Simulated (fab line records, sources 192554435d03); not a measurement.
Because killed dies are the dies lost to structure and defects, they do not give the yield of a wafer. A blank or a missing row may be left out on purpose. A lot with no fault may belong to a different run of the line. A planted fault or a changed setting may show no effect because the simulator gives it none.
fab line records | flow n5-finfet
record lots=7 | wafers=21
route steps=1938 shown BEOL_M7@1309 BEOL_M9@1401
start-h: the number of hours between the record's first day and the start of the first shown wafer of the lot | wait-h: hours elapsed since this lot's preceding step | " repeats the value in the row above | L1.1+2: several wafers, shown together as one row | - no value, or no start given | * or withheld: withheld | < > ~ a bound
route shown NAME@n: a module of which the file shows steps, and the number in the route of the first | usual: mean/standard deviation of fault-free wafers | same: alike in all rows | chamber/n: place in a boat | sites: per-site readings | _std_site: their standard deviation | _edge_site: inner sites' mean taken away from outer sites' mean | radius-mm: for every site, how far away it sits from the centre of the wafer | mask NAME#n: copy n | behind: the most recent tool/chamber to have shaped the wafer | hold: why the lot was held/for how many hours/how that ended | device: the n, p or np transistor that did not switch | end of line: the tests these same wafers got at the end of their route | where a step has no rows: the recipe by itself | killed: dies lost to structure and defects at the first sort, not the wafer's yield | map: the dies of a wafer, with x for killed, . for not killed, _ for no die there
set.NAME: setting as actually run; set.NAME@STEP: the setting as run at that earlier step | model.NAME: the simulator's own value behind a step, which no gauge read
lots where settings were altered on purpose, with a table for each step and a row for each wafer
## steps
# step N5_BEOL_M7_ETCH_41
# recipe chemistry=CH3F/O2 | target=SiCN | target-depth-a=319 | taper-deg=2 | time-s=57.8 | ion-energy-ev=120 | mask-material=TiN | pressure-mtorr=30 | source-w=395 | bias-w=75 | Ar_flow_sccm=150 | CH3F_flow_sccm=30 | O2_flow_sccm=20
# usual rf-vpp-V=297.4/1.8
lot.wafer | tool        | chamber | start-h | wait-h | set.source-w | rf-vpp-V | model.etch.depth-nm
L076.1    | rie-diel-05 | 2       | -       | -      | 395          | 299.9    | 21.78
L076.3    | "           | 1       | "       | "      | 395          | 298.1    | 20.89
L076.6    | "           | 1       | "       | "      | 395          | 298.4    | 21.09
L075.1    | rie-diel-05 | 0       | -       | -      | 453.1        | 282.3    | 23.41
L075.2    | "           | 2       | "       | "      | 395          | 298.9    | 22.14
L075.3    | "           | 3       | "       | "      | 395          | 297.0    | 21.59
L080.1    | rie-diel-02 | 0       | -       | -      | 395          | 296.8    | 22.42
L080.2    | "           | 1       | "       | "      | 439.9        | 287.8    | 23.03
L080.4    | "           | 2       | "       | "      | 395          | 295.6    | 22.39
L082.1    | rie-diel-02 | 2       | -       | -      | 395          | 296.4    | 22.17
L082.3    | "           | 1       | "       | "      | 395          | 299.8    | 22.04
L082.5    | "           | 2       | "       | "      | 451.7        | 282.5    | 23.47
L088.3    | rie-diel-02 | 1       | -       | -      | 395          | 300.1    | 22.16
L088.4    | "           | 3       | "       | "      | 350.3        | 310.5    | 21.11
L088.6    | "           | 1       | "       | "      | 395          | 299.6    | 22.14
L094.2    | rie-diel-06 | 1       | -       | -      | 395          | 297.1    | 21.63
L094.4    | "           | 2       | "       | "      | 395          | 297.9    | 21.29
L094.6    | "           | 1       | "       | "      | 395          | 296.9    | 21.63
L096.2    | rie-diel-02 | 0       | -       | -      | 395          | 299.3    | 22.77
L096.4    | "           | 3       | "       | "      | 334.2        | 312.6    | 21.03
L096.6    | "           | 1       | "       | "      | 395          | 299.9    | 21.96
# step N5_BEOL_M7_STRIP_80
# recipe chemistry=N2/H2 | time-s=10 | power-w=450 | temp-c=40 | pressure-mtorr=20 | rf-frequency-hz=6e+07 | bias-power-w=7 | n2-flow-sccm=200 | h2-flow-sccm=200
# step N5_BEOL_M7_OCD_MEAS_38
# usual trench-depth-nm=93.6/1.3
lot.wafer | tool   | chamber | start-h | wait-h | set.source-w@BEOL_M7_TRENCH_ETCH_37 | trench-depth-nm
L076.1    | ocd-02 | -       | 250.19  | -      | 345                                 | 93.3
L076.3    | "      | -       | "       | "      | 291.6                               | 84.0
L076.6    | "      | -       | "       | "      | 291.6                               | 84.8
L075.1    | ocd-01 | -       | 268.31  | -      | 345                                 | 93.1
L075.2    | "      | -       | "       | "      | 345                                 | 93.1
L075.3    | "      | -       | "       | "      | 345                                 | 92.1
L080.1    | ocd-01 | -       | 290.65  | -      | 345                                 | 94.4
L080.2    | "      | -       | "       | "      | 345                                 | 93.7
L080.4    | "      | -       | "       | "      | 345                                 | 94.5
L082.1    | ocd-02 | -       | 303.43  | -      | 373.7                               | 97.6
L082.3    | "      | -       | "       | "      | 345                                 | 93.1
L082.5    | "      | -       | "       | "      | 345                                 | 94.0
L088.3    | ocd-01 | -       | 348.21  | -      | 345                                 | 92.7
L088.4    | "      | -       | "       | "      | 407                                 | 99.7
L088.6    | "      | -       | "       | "      | 345                                 | 92.5
L094.2    | ocd-01 | -       | 371.35  | -      | 345                                 | 93.4
L094.4    | "      | -       | "       | "      | 345                                 | 92.4
L094.6    | "      | -       | "       | "      | 345                                 | 93.2
L096.2    | ocd-02 | -       | 374.69  | -      | 363.6                               | 96.9
L096.4    | "      | -       | "       | "      | 363.6                               | 95.2
L096.6    | "      | -       | "       | "      | 345                                 | 92.3
# step N5_BEOL_M7_HM_STRIP_39
# recipe chemistry=peroxide-tin-strip | material=TiN | target-depth-a=250 | temp-c=50 | time-s=158
# step N5_BEOL_M7_SRD_40
# recipe time-s=30 | temp-c=23 | rinse-liquid=diw | dry=ipa-marangoni
# step N5_BEOL_M7_ECD_50
# recipe material=Cu | target-thk-a=3000
# step N5_BEOL_M7_ANNEAL_51
# recipe temp-c=225 | time-s=90 | ambient=N2
# step N5_BEOL_M7_CMP_52
# recipe stop-on=SiCOH_lowk | t-overpolish-s=6.9 | down-force-psi=1 | platen-rpm=50 | clearing-platen-down-force-psi=1.5 | clearing-platen-rpm=50 | post-cmp-clean=cu-alkaline | target-thk-nm=80 | clearing-platen-pad-velocity-m-s=0.99484 | pad-velocity-m-s=0.99484
lot.wafer | tool   | chamber | start-h | wait-h | set.source-w@BEOL_M7_TRENCH_ETCH_37 | model.Cu_of_BEOL_M7_ECD_50.thk-nm
L076.3    | cmp-01 | 3       | 252.83  | 0.2    | 291.6                               | 72.2
L076.1    | "      | 0       | "       | "      | 345                                 | 81
L076.6    | "      | 0       | "       | "      | 291.6                               | 71.6
L075.3    | cmp-03 | 1       | 270.20  | 0.2    | 345                                 | 77.6
L075.1    | "      | 3       | "       | "      | 345                                 | 79.4
L075.2    | "      | 0       | "       | "      | 345                                 | 81.4
L080.4    | cmp-01 | 0       | 293.40  | 0.1    | 345                                 | 79.6
L080.1    | "      | 2       | "       | "      | 345                                 | 80
L080.2    | "      | 3       | "       | "      | 345                                 | 81
L082.3    | cmp-03 | 2       | 305.14  | 0.2    | 345                                 | 79.8
L082.1    | "      | 3       | "       | "      | 373.7                               | 84.4
L082.5    | "      | 3       | "       | "      | 345                                 | 81.8
L088.4    | cmp-01 | 1       | 350.48  | 0.2    | 407                                 | 84.8
L088.3    | "      | 2       | "       | "      | 345                                 | 79.8
L088.6    | "      | 1       | "       | "      | 345                                 | 79
L094.4    | cmp-03 | 2       | 375.55  | 0.1    | 345                                 | 79
L094.2    | "      | 0       | "       | "      | 345                                 | 80.8
L094.6    | "      | 2       | "       | "      | 345                                 | 79.8
L096.4    | cmp-01 | 0       | 376.80  | 0.4    | 363.6                               | 79.6
L096.2    | "      | 1       | "       | "      | 363.6                               | 82
L096.6    | "      | 0       | "       | "      | 345                                 | 78.6
# step N5_BEOL_M7_THK_MEAS_53
# recipe thk-meas-gauge=xrf | reads=Cu_of_BEOL_M7_ECD_50
# usual M7_THK=80.1/1.7
lot.wafer | tool          | chamber | start-h | wait-h | set.source-w@BEOL_M7_TRENCH_ETCH_37 | M7_THK[nm]
L076.1    | film-metro-01 | -       | 253.13  | -      | 345                                 | 81.2
L076.3    | "             | -       | "       | "      | 291.6                               | 72.3
L076.6    | "             | -       | "       | "      | 291.6                               | 72.1
L075.1    | film-metro-02 | -       | 270.50  | -      | 345                                 | 79.6
L075.2    | "             | -       | "       | "      | 345                                 | 81.5
L075.3    | "             | -       | "       | "      | 345                                 | 77.8
L080.1    | film-metro-01 | -       | 293.70  | -      | 345                                 | 80.1
L080.2    | "             | -       | "       | "      | 345                                 | 81.2
L080.4    | "             | -       | "       | "      | 345                                 | 79.6
L082.1    | film-metro-01 | -       | 305.44  | -      | 373.7                               | 85.3
L082.3    | "             | -       | "       | "      | 345                                 | 80.5
L082.5    | "             | -       | "       | "      | 345                                 | 82.3
L088.3    | film-metro-01 | -       | 350.74  | -      | 345                                 | 80.1
L088.4    | "             | -       | "       | "      | 407                                 | 85.3
L088.6    | "             | -       | "       | "      | 345                                 | 79.3
L094.2    | film-metro-01 | -       | 375.84  | -      | 345                                 | 82.0
L094.4    | "             | -       | "       | "      | 345                                 | 80.3
L094.6    | "             | -       | "       | "      | 345                                 | 81.0
L096.2    | film-metro-01 | -       | 377.06  | -      | 363.6                               | 81.2
L096.4    | "             | -       | "       | "      | 363.6                               | 79.1
L096.6    | "             | -       | "       | "      | 345                                 | 78.4
# step N5_BEOL_M7_PRE_CLEAN_55
# recipe gas=NH3 | time-s=15 | temp-c=withheld | rf-power-w=300
# step N5_BEOL_M7_DEP_56
# recipe material=SiCN | target-thk-a=100 | temp-c=withheld | precursor=3MS/NH3 | pressure-torr=3 | rf-w=202 | time-s=17.5
# step N5_BEOL_M7_RS_MEAS_57
# recipe thk-meas-gauge=four-point-probe | reads=Cu_of_BEOL_M7_ECD_50+Co_of_BEOL_M7_CVD_78+TaN_of_BEOL_M7_ALD_77
# usual M7_RS=0.286/0.0071
lot.wafer | tool          | chamber | start-h | wait-h | set.source-w@BEOL_M7_TRENCH_ETCH_37 | M7_RS[ohm/sq]
L076.1    | film-metro-01 | -       | 253.29  | 0.1    | 345                                 | 0.282
L076.3    | "             | -       | "       | "      | 291.6                               | 0.323
L076.6    | "             | -       | "       | "      | 291.6                               | 0.326
L075.1    | film-metro-02 | -       | 270.63  | 0.1    | 345                                 | 0.288
L075.2    | "             | -       | "       | "      | 345                                 | 0.279
L075.3    | "             | -       | "       | "      | 345                                 | 0.296
L080.1    | film-metro-01 | -       | 293.83  | 0.1    | 345                                 | 0.286
L080.2    | "             | -       | "       | "      | 345                                 | 0.281
L080.4    | "             | -       | "       | "      | 345                                 | 0.287
L082.1    | film-metro-01 | -       | 305.57  | 0.1    | 373.7                               | 0.268
L082.3    | "             | -       | "       | "      | 345                                 | 0.286
L082.5    | "             | -       | "       | "      | 345                                 | 0.279
L088.3    | film-metro-01 | -       | 350.90  | 0.1    | 345                                 | 0.287
L088.4    | "             | -       | "       | "      | 407                                 | 0.267
L088.6    | "             | -       | "       | "      | 345                                 | 0.290
L094.2    | film-metro-02 | -       | 376.00  | 0.1    | 345                                 | 0.282
L094.4    | "             | -       | "       | "      | 345                                 | 0.289
L094.6    | "             | -       | "       | "      | 345                                 | 0.286
L096.2    | film-metro-02 | -       | 377.19  | 0.1    | 363.6                               | 0.278
L096.4    | "             | -       | "       | "      | 363.6                               | 0.287
L096.6    | "             | -       | "       | "      | 345                                 | 0.292
# step N5_BEOL_M9_ILD_DEP_00
# recipe material=SiCOH_lowk | target-thk-a=3085.1 | temp-c=300 | precursor=DEMS/porogen | pressure-torr=5 | rf-w=500 | time-s=58
lot.wafer | tool     | chamber | start-h | wait-h | set.time-s | model.SiCOH_lowk_of_BEOL_M9_ILD_DEP_00.thk-nm
L076.1    | pecvd-04 | 2       | 262.61  | 0.0    | 58         | 306.2
L076.3    | "        | 1       | "       | "      | 58         | 303.4
L076.6    | "        | 1       | "       | "      | 64.66      | 348.8
L075.1    | pecvd-03 | 0       | 279.72  | 0.0    | 58         | 302.4
L075.2    | "        | 2       | "       | "      | 51.05      | 259.2
L075.3    | "        | 1       | "       | "      | 51.05      | 264.8
L080.1    | pecvd-03 | 1       | 302.11  | 0.0    | 61.4       | 322
L080.2    | "        | 2       | "       | "      | 58         | 303.6
L080.4    | "        | 0       | "       | "      | 61.4       | 329.4
L082.1+5  | pecvd-02 | 1,2     | 314.29  | 0.0    | 64.66      | 347
L082.3    | "        | 0       | "       | "      | 58         | 308.4
L088.3    | pecvd-02 | 2       | 361.31  | 0.1    | 65.49      | 347
L088.4    | "        | 0       | "       | "      | 65.49      | 345
L088.6    | "        | 2       | "       | "      | 58         | 307.4
L094.2    | pecvd-04 | 1       | 386.32  | 0.0    | 58         | 310
L094.4    | "        | 0       | "       | "      | 58         | 308.6
L094.6    | "        | 1       | "       | "      | 58         | 312.4
L096.2    | pecvd-02 | 2       | 386.97  | 0.1    | 58         | 310
L096.4    | "        | 2       | "       | "      | 58         | 304.2
L096.6    | "        | 2       | "       | "      | 49.67      | 266.4
# step N5_BEOL_M9_CURE_71
# recipe temp-c=385 | time-s=240 | ambient=He/Ar | material=SiCOH_lowk
lot.wafer | tool       | chamber | start-h | wait-h | set.time-s@BEOL_M9_ILD_DEP_00 | model.SiCOH_lowk_of_BEOL_M9_ILD_DEP_00.thk-nm
L076.1    | uv-cure-01 | 2       | 263.15  | 0.5    | 58                            | 266
L076.3    | "          | 2       | "       | "      | 58                            | 263.6
L076.6    | "          | 2       | "       | "      | 64.66                         | 303.6
L075.1    | uv-cure-03 | 1       | 279.80  | 0.0    | 58                            | 262.6
L075.2    | "          | 1       | "       | "      | 51.05                         | 224.4
L075.3    | "          | 1       | "       | "      | 51.05                         | 229.6
L080.1    | uv-cure-02 | 2       | 302.26  | 0.1    | 61.4                          | 280
L080.2    | "          | 2       | "       | "      | 58                            | 263.6
L080.4    | "          | 2       | "       | "      | 61.4                          | 286.6
L082.1    | uv-cure-01 | 0       | 314.36  | 0.0    | 64.66                         | 302
L082.3    | "          | 0       | "       | "      | 58                            | 267.8
L082.5    | "          | 0       | "       | "      | 64.66                         | 302.2
L088.3    | uv-cure-02 | 2       | 361.55  | 0.2    | 65.49                         | 302
L088.4    | "          | 2       | "       | "      | 65.49                         | 300.4
L088.6    | "          | 2       | "       | "      | 58                            | 267
L094.2    | uv-cure-02 | 1       | 386.56  | 0.2    | 58                            | 269.4
L094.4    | "          | 1       | "       | "      | 58                            | 268
L094.6    | "          | 1       | "       | "      | 58                            | 271.4
L096.2    | uv-cure-03 | 1       | 387.29  | 0.3    | 58                            | 269.4
L096.4    | "          | 1       | "       | "      | 58                            | 264.2
L096.6    | "          | 1       | "       | "      | 49.67                         | 231
# step N5_BEOL_M9_THK_MEAS_01
# recipe reads=SiCOH_lowk_of_BEOL_M9_ILD_DEP_00
# usual M9_ILD_THK=268/3.8
lot.wafer | tool          | chamber | start-h | wait-h | set.time-s@BEOL_M9_ILD_DEP_00 | M9_ILD_THK[nm]
L076.1    | film-metro-01 | -       | 263.66  | 0.4    | 58                            | 266
L076.3    | "             | -       | "       | "      | 58                            | 264
L076.6    | "             | -       | "       | "      | 64.66                         | 304
L075.1    | film-metro-01 | -       | 280.31  | 0.4    | 58                            | 263
L075.2    | "             | -       | "       | "      | 51.05                         | 224
L075.3    | "             | -       | "       | "      | 51.05                         | 230
L080.1    | film-metro-01 | -       | 302.78  | 0.4    | 61.4                          | 280
L080.2    | "             | -       | "       | "      | 58                            | 264
L080.4    | "             | -       | "       | "      | 61.4                          | 287
L082.1    | film-metro-01 | -       | 314.88  | 0.4    | 64.66                         | 302
L082.3    | "             | -       | "       | "      | 58                            | 268
L082.5    | "             | -       | "       | "      | 64.66                         | 302
L088.3    | film-metro-01 | -       | 361.91  | 0.3    | 65.49                         | 302
L088.4    | "             | -       | "       | "      | 65.49                         | 301
L088.6    | "             | -       | "       | "      | 58                            | 267
L094.2    | film-metro-01 | -       | 387.39  | 0.7    | 58                            | 269
L094.4    | "             | -       | "       | "      | 58                            | 268
L094.6    | "             | -       | "       | "      | 58                            | 271
L096.2    | film-metro-02 | -       | 387.73  | 0.4    | 58                            | 269
L096.4    | "             | -       | "       | "      | 58                            | 264
L096.6    | "             | -       | "       | "      | 49.67                         | 231
# step N5_BEOL_M9_EXPOSE_08
# recipe mask-id=M9 | na=1.35 | source-shape=dipole | sigma-inner=0.411 | sigma-outer=0.611 | polarization=te | dose-mj=53.75
lot.wafer  | tool            | chamber | start-h | wait-h | mask | set.dose-mj
L076.1+6   | arfi-scanner-03 | 0       | 265.05  | -      | M9#0 | 53.75
L076.3     | "               | 0       | "       | "      | M9#0 | 55.64
L075.1+2+3 | arfi-scanner-01 | 0       | 281.77  | -      | M9#0 | 53.75
L080.1     | arfi-scanner-02 | 0       | 304.11  | -      | M9#0 | 53.75
L080.2+4   | "               | 0       | "       | "      | M9#0 | 51.16
L082.1+3+5 | arfi-scanner-02 | 0       | 316.06  | -      | M9#0 | 53.75
L088.3     | arfi-scanner-02 | 0       | 362.81  | -      | M9#0 | 50.87
L088.4+6   | "               | 0       | "       | "      | M9#0 | 53.75
L094.2+4+6 | arfi-scanner-01 | 0       | 391.10  | -      | M9#0 | 53.75
L096.2     | arfi-scanner-03 | 0       | 391.38  | -      | M9#0 | 53.75
L096.4+6   | "               | 0       | "       | "      | M9#0 | 57.58
# step N5_BEOL_M9_PEB_09
# recipe peb-temp-c=withheld | peb-time-s=60 | resist=CAR-ArF
# step N5_BEOL_M9_DEVELOP_10
# recipe develop-time-s=30 | developer=TMAH | resist=CAR-ArF | rinse-liquid=diw | dry=air-spin | dev-temp-c=23
# step N5_BEOL_M9_CD_MEAS_11
# recipe target-cd-nm=64.1 | landing-energy-ev=500 | detector=se-inlens | polarity=opening
# usual cd-nm=64.1/0.59
lot.wafer | tool      | chamber | start-h | wait-h | set.dose-mj@BEOL_M9_EXPOSE_08 | cd-nm
L076.1    | cd-sem-03 | 0       | 265.17  | -      | 53.75                         | 64.5
L076.3    | "         | 0       | "       | "      | 55.64                         | 65.1
L076.6    | "         | 0       | "       | "      | 53.75                         | 64.1
L075.1    | cd-sem-01 | 0       | 281.90  | -      | 53.75                         | 64.5
L075.2    | "         | 0       | "       | "      | 53.75                         | 64.4
L075.3    | "         | 0       | "       | "      | 53.75                         | 63.9
L080.1    | cd-sem-03 | 0       | 304.24  | -      | 53.75                         | 64.4
L080.2    | "         | 0       | "       | "      | 51.16                         | 61.7
L080.4    | "         | 0       | "       | "      | 51.16                         | 61.0
L082.1    | cd-sem-03 | 0       | 316.18  | -      | 53.75                         | 63.6
L082.3    | "         | 0       | "       | "      | 53.75                         | 63.5
L082.5    | "         | 0       | "       | "      | 53.75                         | 64.4
L088.3    | cd-sem-02 | 0       | 362.92  | -      | 50.87                         | 62.3
L088.4    | "         | 0       | "       | "      | 53.75                         | 65.6
L088.6    | "         | 0       | "       | "      | 53.75                         | 64.8
L094.2    | cd-sem-02 | 0       | 391.22  | -      | 53.75                         | 64.1
L094.4    | "         | 0       | "       | "      | 53.75                         | 64.1
L094.6    | "         | 0       | "       | "      | 53.75                         | 64.5
L096.2    | cd-sem-01 | 0       | 391.50  | -      | 53.75                         | 63.4
L096.4    | "         | 0       | "       | "      | 57.58                         | 68.6
L096.6    | "         | 0       | "       | "      | 57.58                         | 68.2
# step N5_BEOL_M9_DESCUM_16
# recipe chemistry=O2 | time-s=7.9 | source-power-w=50 | bias-power-w=20 | pressure-mtorr=20 | rf-frequency-hz=2.712e+07 | temp-c=40 | resist=CAR-ArF | o2-flow-sccm=225
# step N5_BEOL_M9_ETCH_61
# recipe chemistry=CF4 | target=SiARC | target-depth-a=390 | mask-material=CAR-ArF | time-s=65 | ion-energy-ev=80 | pressure-mtorr=40 | source-w=545 | bias-w=36 | Ar_flow_sccm=100 | cf4-flow-sccm=100 | ends=cleared
lot.wafer | tool        | chamber | start-h | wait-h | set.dose-mj@BEOL_M9_EXPOSE_08 | model.BEOL_M9.cd-offset-nm
L076.1+6  | rie-diel-05 | 2,0     | 265.30  | 0.0    | 53.75                         | 0.4
L076.3    | "           | 3       | "       | "      | 55.64                         | 1.4
L075.1    | rie-diel-06 | 1       | 282.29  | 0.0    | 53.75                         | 0.8
L075.2    | "           | 0       | "       | "      | 53.75                         | 0.2
L075.3    | "           | 3       | "       | "      | 53.75                         | -0.2
L080.1    | rie-diel-06 | 0       | 304.36  | 0.0    | 53.75                         | 0.6
L080.2    | "           | 2       | "       | "      | 51.16                         | -2
L080.4    | "           | 1       | "       | "      | 51.16                         | -3
L082.1    | rie-diel-02 | 2       | 316.31  | 0.0    | 53.75                         | -0.6
L082.3    | "           | 1       | "       | "      | 53.75                         | -0.4
L082.5    | "           | 1       | "       | "      | 53.75                         | 0.4
L088.3    | rie-diel-05 | 3       | 363.05  | 0.0    | 50.87                         | -1.6
L088.4    | "           | 0       | "       | "      | 53.75                         | 1.2
L088.6    | "           | 3       | "       | "      | 53.75                         | 1
L094.2    | rie-diel-02 | 2       | 391.46  | 0.0    | 53.75                         | 0
L094.4    | "           | 1       | "       | "      | 53.75                         | 0.6
L094.6    | "           | 3       | "       | "      | 53.75                         | -0.2
L096.2    | rie-diel-06 | 3       | 391.63  | 0.0    | 53.75                         | -0.6
L096.4    | "           | 2       | "       | "      | 57.58                         | 4.6
L096.6    | "           | 2       | "       | "      | 57.58                         | 4.4
# step N5_BEOL_M9_ETCH_62
# recipe chemistry=N2/H2 | target=SOC | target-depth-a=1100 | overetch-a=220 | mask-material=SiARC | temp-c=40 | time-s=165 | ion-energy-ev=200 | pressure-mtorr=30 | source-w=840 | bias-w=150 | n2-flow-sccm=200 | h2-flow-sccm=200
lot.wafer | tool        | chamber | start-h | wait-h | set.dose-mj@BEOL_M9_EXPOSE_08 | model.BEOL_M9.cd-offset-nm
L076.1+6  | rie-diel-05 | 2,0     | 265.35  | 0.0    | 53.75                         | 0.6
L076.3    | "           | 3       | "       | "      | 55.64                         | 1.6
L075.1    | rie-diel-06 | 1       | 282.34  | 0.0    | 53.75                         | 1
L075.2    | "           | 0       | "       | "      | 53.75                         | 0.4
L075.3    | "           | 3       | "       | "      | 53.75                         | 0
L080.1    | rie-diel-06 | 0       | 304.41  | 0.0    | 53.75                         | 0.4
L080.2    | "           | 2       | "       | "      | 51.16                         | -1.8
L080.4    | "           | 1       | "       | "      | 51.16                         | -3
L082.1    | rie-diel-02 | 2       | 316.36  | 0.0    | 53.75                         | -0.4
L082.3    | "           | 1       | "       | "      | 53.75                         | -0.2
L082.5    | "           | 1       | "       | "      | 53.75                         | 0.8
L088.3    | rie-diel-05 | 3       | 363.10  | 0.0    | 50.87                         | -1.6
L088.4    | "           | 0       | "       | "      | 53.75                         | 1.6
L088.6    | "           | 3       | "       | "      | 53.75                         | 0.8
L094.2    | rie-diel-02 | 2       | 391.51  | 0.0    | 53.75                         | 0.2
L094.4    | "           | 1       | "       | "      | 53.75                         | 0.8
L094.6    | "           | 3       | "       | "      | 53.75                         | 0
L096.2    | rie-diel-06 | 3       | 391.68  | 0.0    | 53.75                         | -0.8
L096.4    | "           | 2       | "       | "      | 57.58                         | 4.8
L096.6    | "           | 2       | "       | "      | 57.58                         | 4.4
# step N5_BEOL_M9_STRIP_68
# recipe chemistry=N2/H2 | temp-c=40 | n2-flow-sccm=200 | h2-flow-sccm=200 | rf-frequency-hz=6e+07
# step N5_BEOL_M9_STRIP_67
# recipe chemistry=CF4 | resist=SiARC | power-w=300 | bias-power-w=75 | pressure-mtorr=50 | cf4-flow-sccm=150 | rf-frequency-hz=6e+07
# step N5_BEOL_M9_HM_OPEN_17
# recipe chemistry=Cl2/BCl3 | target-depth-a=200 | overetch-a=60 | target=TiN | mask-material=SOC | ion-energy-ev=150 | pressure-mtorr=10 | icp-w=1000 | bias-w=126 | Cl2_flow_sccm=53.25 | bcl3-flow-sccm=21.75 | Ar_flow_sccm=25
lot.wafer | tool         | chamber | start-h | wait-h | set.dose-mj@BEOL_M9_EXPOSE_08 | model.BEOL_M9.cd-offset-nm
L076.1    | rie-metal-01 | 0       | 265.53  | 0.0    | 53.75                         | 0.4
L076.3    | "            | 0       | "       | "      | 55.64                         | 1.6
L076.6    | "            | 0       | "       | "      | 53.75                         | 0.6
L075.1    | rie-metal-02 | 1       | 282.52  | 0.0    | 53.75                         | 1.2
L075.2    | "            | 0       | "       | "      | 53.75                         | 0.6
L075.3    | "            | 1       | "       | "      | 53.75                         | 0.2
L080.1    | rie-metal-01 | 0       | 304.60  | 0.0    | 53.75                         | 0.6
L080.2    | "            | 1       | "       | "      | 51.16                         | -1.8
L080.4    | "            | 1       | "       | "      | 51.16                         | -3
L082.1    | rie-metal-03 | 0       | 316.54  | 0.0    | 53.75                         | -0.2
L082.3    | "            | 0       | "       | "      | 53.75                         | 0
L082.5    | "            | 1       | "       | "      | 53.75                         | 0.8
L088.3    | rie-metal-02 | 0       | 363.31  | 0.1    | 50.87                         | -1.4
L088.4    | "            | 1       | "       | "      | 53.75                         | 1.6
L088.6    | "            | 1       | "       | "      | 53.75                         | 1
L094.2    | rie-metal-01 | 0       | 391.70  | 0.0    | 53.75                         | 0.4
L094.4    | "            | 1       | "       | "      | 53.75                         | 0.8
L094.6    | "            | 1       | "       | "      | 53.75                         | 0.2
L096.2    | rie-metal-01 | 1       | 391.87  | 0.0    | 53.75                         | -1
L096.4    | "            | 1       | "       | "      | 57.58                         | 4.6
L096.6    | "            | 0       | "       | "      | 57.58                         | 4.4
# step N5_BEOL_M9_STRIP_19
# recipe chemistry=O2 | power-w=400 | temp-c=40 | pressure-mtorr=30 | rf-frequency-hz=6e+07 | bias-power-w=0 | overash-fraction=0.2 | o2-flow-sccm=225
# step N5_BEOL_M9_CD_MEAS_18
# recipe pitch-nm=140 | target-cd-nm=70
# usual cd-nm=70.2/0.62
lot.wafer | tool      | chamber | start-h | wait-h | set.dose-mj@BEOL_M9_EXPOSE_08 | cd-nm
L076.1    | cd-sem-02 | -       | 265.84  | 0.0    | 53.75                         | 70.2
L076.3    | "         | -       | "       | "      | 55.64                         | 71.8
L076.6    | "         | -       | "       | "      | 53.75                         | 70.5
L075.1    | cd-sem-01 | -       | 282.71  | 0.0    | 53.75                         | 70.9
L075.2    | "         | -       | "       | "      | 53.75                         | 70.4
L075.3    | "         | -       | "       | "      | 53.75                         | 70.0
L080.1    | cd-sem-02 | -       | 304.78  | 0.0    | 53.75                         | 70.8
L080.2    | "         | -       | "       | "      | 51.16                         | 68.4
L080.4    | "         | -       | "       | "      | 51.16                         | 66.6
L082.1    | cd-sem-02 | -       | 316.72  | 0.0    | 53.75                         | 69.7
L082.3    | "         | -       | "       | "      | 53.75                         | 70.1
L082.5    | "         | -       | "       | "      | 53.75                         | 70.6
L088.3    | cd-sem-01 | -       | 363.47  | 0.1    | 50.87                         | 68.5
L088.4    | "         | -       | "       | "      | 53.75                         | 71.6
L088.6    | "         | -       | "       | "      | 53.75                         | 71.1
L094.2    | cd-sem-03 | -       | 391.89  | 0.1    | 53.75                         | 70.3
L094.4    | "         | -       | "       | "      | 53.75                         | 70.7
L094.6    | "         | -       | "       | "      | 53.75                         | 70.3
L096.2    | cd-sem-02 | -       | 392.06  | 0.1    | 53.75                         | 68.8
L096.4    | "         | -       | "       | "      | 57.58                         | 74.7
L096.6    | "         | -       | "       | "      | 57.58                         | 74.5
# step N5_BEOL_M9_ETCH_66
# recipe chemistry=N2/H2 | target=SOC | target-depth-a=800 | overetch-a=160 | mask-material=SiARC | temp-c=40 | time-s=120 | ion-energy-ev=200 | pressure-mtorr=30 | source-w=840 | bias-w=150 | n2-flow-sccm=200 | h2-flow-sccm=200
lot.wafer  | tool        | chamber | start-h | wait-h | set.time-s | model.SiARC_of_BEOL_M9_COAT_64.thk-nm
L076.1     | rie-diel-02 | 2       | 268.00  | 0.0    | 128.1      | 5.8
L076.3+6   | "           | 0       | "       | "      | 120        | 6.2
L075.1+2+3 | rie-diel-05 | 2,3,0   | 286.11  | 0.0    | 120        | 6.4
L080.1+2   | rie-diel-05 | 2,0     | 306.85  | 0.0    | 131.4      | 6
L080.4     | "           | 0       | "       | "      | 120        | 6.4
L082.1+3+5 | rie-diel-06 | 2,3,2   | 319.58  | 0.0    | 120        | 6.4
L088.3     | rie-diel-06 | 0       | 364.21  | 0.0    | 133.7      | 5.6
L088.4     | "           | 0       | "       | "      | 120        | 6.2
L088.6     | "           | 1       | "       | "      | 120        | 6.4
L094.2+4+6 | rie-diel-05 | 1,2,2   | 394.69  | 0.0    | 120        | 6.4
L096.2+6   | rie-diel-06 | 3       | 396.40  | 0.0    | 128.7      | 5.8
L096.4     | "           | 1       | "       | "      | 120        | 6.4
## key
split step=N5_BEOL_M7_ETCH_41 | setting=source-w | stated=395 | by=wafer
response step=N5_BEOL_M7_ETCH_41 | reading=rf-vpp-V | change=-0.95 | per=1% | r=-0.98
response step=N5_BEOL_M7_ETCH_41 | reading=model.etch.depth-nm | change=+0.0889 | per=1% | r=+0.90
split step=N5_BEOL_M9_ILD_DEP_00 | setting=time-s | stated=58 | by=wafer
response step=N5_BEOL_M9_ILD_DEP_00 | reading=model.SiCOH_lowk_of_BEOL_M9_ILD_DEP_00.thk-nm | change=+3.25 | per=1% | r=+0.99
response step=N5_BEOL_M9_CURE_71 | reading=model.SiCOH_lowk_of_BEOL_M9_ILD_DEP_00.thk-nm | change=+2.87 | per=1% | r=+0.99
response step=N5_BEOL_M9_THK_MEAS_01 | reading=M9_ILD_THK | change=+2.87 | per=1% | r=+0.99
split step=N5_BEOL_M9_EXPOSE_08 | setting=dose-mj | stated=53.75 | by=wafer
response step=N5_BEOL_M9_CD_MEAS_11 | reading=cd-nm | change=+0.595 | per=1% | r=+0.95
response step=N5_BEOL_M9_ETCH_61 | reading=model.BEOL_M9.cd-offset-nm | change=+0.602 | per=1% | r=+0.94
response step=N5_BEOL_M9_ETCH_62 | reading=model.BEOL_M9.cd-offset-nm | change=+0.613 | per=1% | r=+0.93
response step=N5_BEOL_M9_HM_OPEN_17 | reading=model.BEOL_M9.cd-offset-nm | change=+0.626 | per=1% | r=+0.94
response step=N5_BEOL_M9_CD_MEAS_18 | reading=cd-nm | change=+0.67 | per=1% | r=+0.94
split step=N5_BEOL_M9_ETCH_66 | setting=time-s | stated=120 | by=wafer
response step=N5_BEOL_M9_ETCH_66 | reading=model.SiARC_of_BEOL_M9_COAT_64.thk-nm | change=-0.0591 | per=1% | r=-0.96
split outside-this-file step=N5_BEOL_M7_TRENCH_ETCH_37 setting=source-w
# split outside-this-file: this setting was split too, and the file shows its column; the key of that split is in another file
